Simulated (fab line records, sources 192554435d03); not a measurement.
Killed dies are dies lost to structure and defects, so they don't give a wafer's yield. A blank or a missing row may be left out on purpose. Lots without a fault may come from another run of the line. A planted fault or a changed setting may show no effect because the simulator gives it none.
One fault seen from 2 desks | flow n5_finfet | each desk has only its own numbers; what lay behind them comes last

THE METROLOGY DESK
What the gauges read, lot by lot, whatever tool the lot ran on: means of the sampled wafers that have a number. A lot is out of limits, marked OUT, if its mean lies more than 4 standard deviations from the usual mean; the brackets give that distance. Of its 11 readings 7 are shown: those that lie furthest out on some lot.
Columns: A = cd_nm at N5_BEOL_M0_CUTY_CD_MEAS_57, usual 200.4 nm; B = DIBL_P at N5_BEOL_M4_RC_MEAS_101, usual 36.3 mV/V; C = IOFF_P at N5_BEOL_M4_RC_MEAS_101, usual 0.208 nA/um; D = ION_N at N5_BEOL_M4_RC_MEAS_101, usual 672 uA/um; E = SS_N at N5_BEOL_M4_RC_MEAS_101, usual 71.5 mV/dec; F = VT_N at N5_BEOL_M4_RC_MEAS_101, usual 250.4 mV; G = VT_P at N5_BEOL_M4_RC_MEAS_101, usual -250.5 mV
lot  | first seen here | A     | B    | C     | D   | E    | F     | G
L539 | day 5 18:01     | 199.5 | 35.4 | 0.175 | 666 | 71.3 | 251.5 | -255.8
L544 | day 7 01:05     | 199.8 | 37.4 | 0.206 | 664 | 71.4 | 251.4 | -251.8
L543 | day 7 02:45     | 199.2 | 35.4 | 0.195 | 673 | 71.2 | 250.7 | -251.1
L547 | day 8 04:34     | 200.6 | 35.4 | 0.187 | 665 | 71.2 | 253.7 | -254.6
L549 | day 8 11:29     | 200.1 | 34.7 | 0.207 | 668 | 71.4 | 251.8 | -246.3
L550 | day 9 00:40     | 199.2 | 34.1 | 0.186 | 658 | 70.9 | 254.4 | -252.3
L561 | day 11 09:19    | 202.1 | 36.4 | 0.191 | 671 | 71.2 | 252.6 | -252.8
L562 | day 11 13:56    | 200.3 | 35.0 | 0.197 | 680 | 70.7 | 249.9 | -249.6
This desk's finding: nothing out of limits on any of the 8 lots.

THE TOOL OWNER'S DESK: rie_diel-03
The tool's own readings at N5_BEOL_M0_ETCH_138 (etches SiCN in CH3F/O2, target depth 12 nm, time 31.6 s): means of the sampled wafers that have a number, for each lot that ran on this tool. A lot is out of limits, marked OUT, if its mean lies more than 4 standard deviations from the usual mean; the brackets give that distance. Of its 8 readings 7 are shown: the one that was out of limits first, and those that lie furthest out on some lot.
Columns: A = chamber_pressure_mTorr at N5_BEOL_M0_ETCH_138, usual 30.001 mTorr; B = drypump_motor_current_A at N5_BEOL_M0_ETCH_138, usual 5.8 A; C = etch_rf_on_time_s at N5_BEOL_M0_ETCH_138, usual 29.1 s; D = oes_product_au at N5_BEOL_M0_ETCH_138, usual 0.69 a.u.; E = rf_vpp_V at N5_BEOL_M0_ETCH_138, usual 297.1 V; F = showerhead_plenum_p_Torr at N5_BEOL_M0_ETCH_138, usual 1.99 Torr; G = throttle_valve_pct at N5_BEOL_M0_ETCH_138, usual 16.33 %
lot  | first seen here | A      | B   | C              | D    | E     | F    | G
L539 | day 5 18:18     | 29.995 | 5.7 | 29.5           | 0.61 | 297.9 | 2.00 | 16.42
L544 | day 7 01:23     | 29.981 | 5.8 | 30.2           | 0.62 | 295.7 | 1.93 | 16.35
L543 | day 7 03:03     | 29.993 | 5.7 | 28.9           | 0.62 | 297.8 | 2.02 | 16.36
L547 | day 8 05:29     | 29.997 | 6.1 | 17.5 (-17) OUT | 0.98 | 299.0 | 2.08 | 16.54
L549 | day 8 12:35     | 29.992 | 5.7 | 17.2 (-18) OUT | 0.91 | 296.6 | 2.00 | 16.34
L561 | day 11 09:36    | 29.990 | 5.9 | 29.3           | 0.65 | 295.9 | 1.94 | 16.48
L562 | day 11 14:14    | 29.984 | 6.1 | 29.5           | 0.67 | 297.6 | 1.99 | 16.58
This desk's finding: out of limits on L547, L549; first on L547, day 8 05:29 (etch_rf_on_time_s at N5_BEOL_M0_ETCH_138). In limits: L539, L544, L543, L561, L562.

PUT TOGETHER
The tool owner's desk could have raised an alarm at day 8 05:29, on L547, L549.
The metrology desk saw nothing out of limits.
The metrology desk has L547, L549 on record, within its limits.
Of the lots named, all ran N5_BEOL_M0_ETCH_138 on rie_diel-03.

WHAT THE SIMULATOR HAD PUT IN
Process parameter drift: rie_diel-03, from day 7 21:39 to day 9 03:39, at N5_BEOL_M0_ETCH_138. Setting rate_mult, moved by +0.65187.
Lots struck among those shown: L547, L549.
Hours from the fault's start to each desk's first reading out of limits: the tool owner's desk, 8.
